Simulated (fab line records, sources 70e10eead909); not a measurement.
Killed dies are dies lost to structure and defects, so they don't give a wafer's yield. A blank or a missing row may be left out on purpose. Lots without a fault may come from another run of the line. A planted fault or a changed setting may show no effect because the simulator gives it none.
Chamber matching | flow nand_harc | NHARC_A_M0_DEP_32 on pecvd-01: 3 sister chambers
The step deposits SiCN, target thk 30 nm. 3 wafers are shown with their chamber, then 8 later ones without.

WAFERS WITH THEIR CHAMBER
wafer  | chamber | heater_power_w (W)
L082.1 | 0       | 499
L085.3 | 1       | 459
L086.3 | 2       | 490

WAFERS WITHOUT THEIR CHAMBER
wafer  | heater_power_w (W)
L086.4 | 485
L086.6 | 498
L094.1 | 476
L094.3 | 482
L094.5 | 589
L096.1 | 594
L096.3 | 519
L096.5 | 419

WHICH CHAMBER EACH WENT THROUGH
wafer  | from the rows above          | in truth
L086.4 | can't be placed: 2 or 0 or 1 | 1
L086.6 | can't be placed: 0 or 2 or 1 | 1
L094.1 | can't be placed: 2 or 1 or 0 | 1
L094.3 | can't be placed: 2 or 0 or 1 | 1
L094.5 | can't be placed: 0 or 2 or 1 | 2
L096.1 | can't be placed: 0 or 2 or 1 | 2
L096.3 | can't be placed: 0 or 2 or 1 | 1
L096.5 | can't be placed: 1 or 2 or 0 | 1
Placed correctly: 0 of 8. Can't be placed from these rows: 8 (the true chamber is among the candidates in 8). Placed wrongly: 0.
How it was worked out, from the rows above alone: a wafer's distance from a chamber is the root of the sum, over the readings, of the square of ((its reading less the chamber's mean) divided by the reading's scatter). The wafer belongs to the nearest chamber; if the next one is less than 2 further off, it can't be placed. A chamber's mean is the mean of its shown wafers. The scatter: with one shown wafer a chamber, the root of the mean of the squares of how far each hidden wafer lies from its nearest shown one.
